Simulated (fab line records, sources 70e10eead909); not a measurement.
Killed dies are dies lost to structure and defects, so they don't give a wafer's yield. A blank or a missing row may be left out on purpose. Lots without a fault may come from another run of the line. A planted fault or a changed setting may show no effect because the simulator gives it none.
fab line records | flow nand_harc
record lots=14 wafers=42 last_day=25
route steps=1159 shown A_CONTACT@864 A_BONDPAD@1085 THIN_TSV@1116 END@1159
lots that met no fault: from a run of the same line without faults
start_h: hours from the record's first day to the start of the lot's first wafer shown | wait_h: hours since the lot's step before | " the same as in the row above | L1.1+2: a row that stands for several wafers | - no value, or no start given | * or withheld: withheld | < > ~ a bound
route shown NAME@n: a module of which the file shows steps, and the number in the route of the first | usual: mean/standard deviation of fault-free wafers | same: alike in all rows | chamber/n: place in a boat | sites: the reading at each site | _std_site: their standard deviation | _edge_site: outer sites' mean less inner sites' | radius_mm: how far each site lies from the wafer's centre | mask NAME#n: copy n | behind: the tool/chamber that last shaped the wafer | hold: why the lot was held/for how many hours/how that ended | device: the transistor (n, p or np) that didn't switch | end of line: the same wafers' tests at the end of the route | a step without rows: its recipe alone | killed: dies lost to structure and defects at the first sort, not the wafer's yield | map: a wafer's dies, x killed, . not, _ none there
set.NAME: the setting as run; set.NAME@STEP: as run at that earlier step | model.NAME: the simulator's own value behind a step, which no gauge read
steps of the route over a sample of lots; a table a step, a row a wafer
services: from which hour (start_h, from the record's first day; less than 0 if before it) a tool's chamber was out of use, for how many hours, and why
## steps
# step NHARC_A_CONTACT_ETCH_113
# recipe source_w=withheld pressure_mtorr=20 bias_v=3000 time_s=94 target_depth_a=9220 ar_flow_sccm=withheld c4f8_flow_sccm=withheld o2_flow_sccm=withheld chemistry=C4F8/O2/Ar
# columns lot.wafer tool chamber start_h wait_h rf_hours_counter_h
L467.1 har_cap_etch-02 1 381.76 0.1 7
L467.5 " 0 " " -
L467.6 " 1 " " -
L466.1 har_cap_etch-02 1 385.26 0.1 8
L466.2 " 0 " " 8
L466.5 " 0 " " -
L469.1 har_cap_etch-01 0 398.70 0.1 59
L469.3 " 0 " " -
L469.5 " 1 " " -
L471.1 har_cap_etch-03 0 403.76 0.1 90
L471.2 " 1 " " 90
L471.4 " 0 " " -
L472.2 har_cap_etch-01 0 430.15 0.1 65
L472.5 " 0 " " -
L472.6 " 1 " " -
L474.1 har_cap_etch-01 1 439.11 0.1 66
L474.3 " 0 " " -
L474.6 " 1 " " -
L477.2 har_cap_etch-01 0 447.67 0.1 67
L477.4 " 1 " " -
L477.5 " 1 " " -
L479.1 har_cap_etch-02 1 470.35 0.1 25
L479.4 " 0 " " -
L479.6 " 0 " " -
L481.4 har_cap_etch-02 1 476.71 0.1 -
L481.6 " 1 " " -
L481.5 " 0 " " -
L483.1 har_cap_etch-01 1 482.78 0.1 74
L483.3 " 0 " " -
L483.5 " 0 " " -
L486.4 har_cap_etch-01 1 498.11 0.1 -
L486.5 " 0 " " -
L486.6 " 1 " " -
L485.1 har_cap_etch-03 1 502.50 0.1 106
L485.2 " 0 " " 106
L485.6 " 0 " " -
L484.2 har_cap_etch-01 1 502.67 0.1 78
L484.4 " 1 " " -
L484.3 " 0 " " -
L487.2 har_cap_etch-03 0 512.08 0.1 109
L487.5 " 0 " " -
L487.6 " 1 " " -
# step NHARC_A_BONDPAD_PVD_27
# recipe target_thk_a=300 chamber_pressure_pa=5 power_w=5000 substrate_temp_c=30 time_s=20.49 material=Cu
# usual throttle_valve_pct=30.0/0.86
# columns lot.wafer tool chamber start_h wait_h throttle_valve_pct
L467.1 pvd_sputter-02 - - - 30.2
L467.5 " - " " 30.6
L467.6 " - " " 30.5
L466.2 pvd_sputter-01 - - - 28.8
L466.1 " - " " 30.9
L466.5 " - " " 30.8
L469.1 pvd_sputter-03 - - - 29.5
L469.3 " - " " 28.5
L469.5 " - " " 29.5
L471.2 pvd_sputter-03 - - - 29.3
L471.4 " - " " 30.4
L471.1 " - " " 29.7
L472.2 pvd_sputter-02 - - - 30.6
L472.5 " - " " 31.2
L472.6 " - " " 30.4
L474.1 pvd_sputter-01 - - - 30.5
L474.3 " - " " 30.0
L474.6 " - " " 30.6
L477.4 pvd_sputter-01 - - - 29.1
L477.2 " - " " 29.9
L477.5 " - " " 29.0
L479.1 pvd_sputter-01 - - - 30.9
L479.4 " - " " 30.6
L479.6 " - " " 31.0
L481.4 pvd_sputter-01 - - - 30.9
L481.5 " - " " 29.9
L481.6 " - " " 30.7
L483.1 pvd_sputter-02 - - - 31.1
L483.3 " - " " 30.3
L483.5 " - " " 31.1
L485.1 pvd_sputter-03 - - - 29.2
L485.2 " - " " 30.7
L485.6 " - " " 29.4
L486.4 pvd_sputter-01 - - - 29.5
L486.5 " - " " 29.8
L486.6 " - " " 31.7
L484.4 pvd_sputter-01 - - - 29.1
L484.2 " - " " 31.6
L484.3 " - " " 30.1
L487.2 pvd_sputter-02 - - - 31.2
L487.5 " - " " 31.1
L487.6 " - " " 30.2
# step NHARC_A_BONDPAD_ANNEAL_28
# recipe temp_c=225 time_s=90
# usual anneal_temp_c=224.97/0.15 wafer_temp_C_max=226.4/0.34
# columns lot.wafer tool chamber start_h wait_h anneal_temp_c wafer_temp_C_max
L467.1 rtp_anneal-02 0 419.65 0.3 225.01 226.0
L467.5 " 0 " " 224.92 225.9
L467.6 " 0 " " 224.97 226.2
L466.1 rtp_anneal-01 0 423.25 - 224.95 226.8
L466.2 " 0 " " 224.86 226.1
L466.5 " 0 " " 225.06 226.3
L469.1 rtp_anneal-01 0 435.07 - 224.69 227.1
L469.3 " 0 " " 224.70 226.9
L469.5 " 0 " " 224.67 226.3
L471.1 rtp_anneal-01 0 441.33 - 224.63 226.2
L471.2 " 0 " " 225.20 226.4
L471.4 " 0 " " 224.76 226.5
L472.2 rtp_anneal-01 0 473.02 - 224.88 226.6
L472.5 " 0 " " 224.94 226.7
L472.6 " 0 " " 224.91 226.5
L474.1 rtp_anneal-01 0 483.32 - 224.96 226.9
L474.3 " 0 " " 225.29 226.2
L474.6 " 0 " " 224.86 226.4
L477.2 rtp_anneal-01 0 489.33 0.4 224.81 227.4
L477.4 " 0 " " 224.86 226.5
L477.5 " 0 " " 225.13 226.4
L479.1 rtp_anneal-02 0 510.36 - 225.10 226.1
L479.4 " 0 " " 225.01 226.0
L479.6 " 0 " " 225.11 226.4
L481.4 rtp_anneal-01 0 513.48 - 225.27 226.4
L481.5 " 0 " " 224.99 226.5
L481.6 " 0 " " 225.03 226.8
L483.1 rtp_anneal-01 0 522.40 - 225.23 226.5
L483.3 " 0 " " 224.98 226.3
L483.5 " 0 " " 225.18 226.6
L485.1 rtp_anneal-01 0 535.82 - 224.83 226.3
L485.2 " 0 " " 224.98 226.3
L485.6 " 0 " " 225.08 226.5
L486.4 rtp_anneal-02 0 539.98 0.4 225.04 226.5
L486.5 " 0 " " 225.03 226.0
L486.6 " 0 " " 224.90 226.1
L484.2 rtp_anneal-01 0 542.30 0.4 224.93 226.4
L484.3 " 0 " " 224.89 226.6
L484.4 " 0 " " 224.95 226.4
L487.2 rtp_anneal-02 0 547.31 0.4 225.04 226.5
L487.5 " 0 " " 224.80 226.6
L487.6 " 0 " " 224.94 226.7
# step NHARC_THIN_TSV_CD_MEAS_12
# recipe target_cd_nm=1000 landing_energy_ev=500
# usual cd_nm=1000.4/1.8
# columns lot.wafer tool chamber start_h wait_h cd_nm
L467.1 cd_sem-02 0 430.92 - 1000.6
L467.5 " 0 " " 998.2
L467.6 " 0 " " 1001.6
L466.1 cd_sem-03 0 436.43 - 1001.8
L466.2 " 0 " " 1003.3
L466.5 " 0 " " 1000.1
L469.1 cd_sem-03 0 449.56 - 1000.2
L469.3 " 0 " " 1001.9
L469.5 " 0 " " 1004.0
L471.1 cd_sem-01 0 457.44 - 998.6
L471.2 " 0 " " 998.1
L471.4 " 0 " " 997.8
L472.2 cd_sem-01 0 487.22 - 1002.2
L472.5 " 0 " " 1000.9
L472.6 " 0 " " 997.9
L474.1 cd_sem-01 0 497.10 - 1001.2
L474.3 " 0 " " 1003.3
L474.6 " 0 " " 1001.9
L477.2 cd_sem-01 0 506.95 - 999.9
L477.4 " 0 " " 1002.2
L477.5 " 0 " " 998.4
L479.1 cd_sem-02 0 528.78 - 1002.2
L479.4 " 0 " " 1002.3
L479.6 " 0 " " 1002.9
L481.4 cd_sem-02 0 531.18 - 1002.0
L481.5 " 0 " " 1002.0
L481.6 " 0 " " 1001.5
L483.1 cd_sem-02 0 536.16 - 1001.9
L483.3 " 0 " " 999.8
L483.5 " 0 " " 1001.0
L485.1 cd_sem-03 0 561.26 - 999.0
L485.2 " 0 " " 999.0
L485.6 " 0 " " 995.7
L486.4 cd_sem-02 0 562.36 - 999.5
L486.5 " 0 " " 999.4
L486.6 " 0 " " 1001.3
L484.2 cd_sem-01 0 563.54 - 999.6
L484.3 " 0 " " 998.1
L484.4 " 0 " " 1000.1
L487.2 cd_sem-03 0 566.13 - 1001.2
L487.5 " 0 " " 1001.5
L487.6 " 0 " " 1003.0
# step NHARC_END_SORT_01
# recipe temp_c=25
# usual killed_at_array=29/11 killed_at_other=0.5/0.8 killed_at_periphery=3.5/2.8 killed_dies=33/12 killed_open=3.1/1.8 killed_short=1.8/1.4
# same gross_dies=677
# columns lot.wafer tool chamber start_h wait_h killed_at_array killed_at_other killed_at_periphery killed_dies killed_open killed_short
L479.1 prober-02 0 550.42 2.5 91 0 0 91 2 0
L479.4 prober-02 0 552.82 3.4 111 0 1 112 2 0
L479.6 prober-02 0 554.42 4.0 132 0 2 134 2 1
L481.4 prober-01 0 552.88 3.4 86 2 5 93 4 1
L481.5 prober-01 0 553.68 3.7 135 0 10 145 5 3
L481.6 prober-01 0 554.49 4.0 93 1 5 99 6 0
L484.2 prober-02 0 577.52 2.8 31 2 9 42 2 0
L484.3 prober-02 0 578.33 3.1 46 1 5 52 3 4
L484.4 prober-02 0 579.14 3.4 42 4 7 53 5 3
# killed by level:class
L479.1 A_CONTACT:unspecified=59 A_SLIT:chamber_film_flake=17 A_CHANNEL_HOLE_D1:chamber_film_flake=6 A_STAIRCASE:chamber_film_flake=4 A_CHANNEL_FILL_D1:chamber_film_flake=2 A_SGD_CUT:geometric_particle:open=1 A_WL_FILL:geometric_particle:open=1 A_ZERO_WELL:chamber_film_flake=1
L479.4 A_CONTACT:unspecified=100 A_SLIT:chamber_film_flake=5 A_STAIRCASE:chamber_film_flake=3 P_M0:geometric_particle:open=1 A_CHANNEL_FILL_D1:geometric_particle:open=1 A_CHANNEL_FILL_D1:chamber_film_flake=1 A_CONTACT:chamber_film_flake=1
L481.4 A_CONTACT:unspecified=67 A_CHANNEL_HOLE_D1:chamber_film_flake=11 P_ZERO_WELL:chamber_film_flake=2 A_STAIRCASE:chamber_film_flake=2 P_M0:geometric_particle:open=1 A_STAIRCASE:geometric_particle:open=1 A_BLC:geometric_particle:open=1 A_M0:geometric_particle:open=1
L481.5 A_CONTACT:unspecified=97 A_CHANNEL_HOLE_D1:chamber_film_flake=28 P_GATE:chamber_film_flake=4 P_STI:chamber_film_flake=3 A_STAIRCASE:chamber_film_flake=3 A_CONTACT:geometric_particle:open=2 P_GATE:geometric_particle:short=1 P_M0:geometric_particle:open=1
L479.6 A_CONTACT:unspecified=101 A_SLIT:chamber_film_flake=19 A_CONTACT:chamber_film_flake=5 P_ZERO_WELL:chamber_film_flake=2 A_CHANNEL_HOLE_D1:chamber_film_flake=2 A_ONON_D1:geometric_particle:open=1 A_CONTACT:geometric_particle:short=1 A_CONTACT:geometric_particle:open=1
L481.6 A_CONTACT:unspecified=57 A_CHANNEL_HOLE_D1:chamber_film_flake=20 A_STAIRCASE:chamber_film_flake=7 A_CONTACT:chamber_film_flake=3 A_CONTACT:geometric_particle:open=2 P_STI:chamber_film_flake=2 P_CONTACT:geometric_particle:open=1 A_CHANNEL_HOLE_D1:geometric_particle:open=1
L484.2 A_SLIT:chamber_film_flake=17 A_CONTACT:chamber_film_flake=9 P_GATE:chamber_film_flake=4 P_M1:chamber_film_flake=2 A_CHANNEL_HOLE_D1:chamber_film_flake=2 THIN_TSV:chamber_film_flake=2 P_M0:geometric_particle:open=1 A_CONTACT:geometric_particle:open=1
L484.3 A_SLIT:chamber_film_flake=19 A_CHANNEL_HOLE_D1:chamber_film_flake=7 A_CONTACT:chamber_film_flake=7 P_M1:chamber_film_flake=3 A_STAIRCASE:chamber_film_flake=3 A_WL_FILL:chamber_film_flake=2 A_CHANNEL_HOLE_D1:geometric_particle:short=1 A_CHANNEL_FILL_D1:geometric_particle:short=1
L484.4 A_SLIT:chamber_film_flake=22 A_CHANNEL_HOLE_D1:chamber_film_flake=6 P_M1:chamber_film_flake=5 A_CONTACT:chamber_film_flake=4 THIN_TSV:chamber_film_flake=4 A_CHANNEL_FILL_D1:geometric_particle:open=2 A_STAIRCASE:chamber_film_flake=2 P_GATE:geometric_particle:open=1
## services
# columns tool chamber start_h hours kind
rtp_anneal-01 - 374.92 1.0 repair
pvd_sputter-02 - 392.00 10.0 pm
har_cap_etch-02 - 401.11 1.1 repair
pvd_sputter-01 - 428.03 5.5 repair
pvd_sputter-03 - 458.09 10.0 pm
har_cap_etch-02 - 465.26 1.0 repair
pvd_sputter-01 - 514.00 10.0 pm
har_cap_etch-03 - 545.00 17.0 pm
har_cap_etch-03 0 545.00 17.0 vent_cycle
har_cap_etch-03 1 545.00 17.0 vent_cycle
## key
first_sign step=NHARC_END_SORT_01 reading=killed_at_array direction=up sigmas=7 usual=29 struck=108
effect step=NHARC_END_SORT_01 reading=killed_dies direction=up sigmas=6.6 usual=33 struck=112
more_kills_born_at NHARC_A_CONTACT_ETCH_113@har_cap_etch-02=481
met_at NHARC_A_CONTACT_ETCH_113
struck_lots L479,L481
tester_left_out L479,L481
not_acting_at NHARC_A_BONDPAD_PVD_27,NHARC_A_BONDPAD_ANNEAL_28,NHARC_THIN_TSV_CD_MEAS_12
onset_between 385.26 470.35
fault kind=chamber_particle_source tool=har_cap_etch-02 chamber=- onset_h=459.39 steps=NHARC_A_CONTACT_ETCH_113 rate_per_visit_cm2=1.6635 end_h=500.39
# tester_left_out: of these lots the tester's yield and bins aren't shown, on N5 and GAA mostly nor the transistor test; their killed dies are dies lost to structure and defects alone, not to doping, threshold or leakage, so they don't give the yield
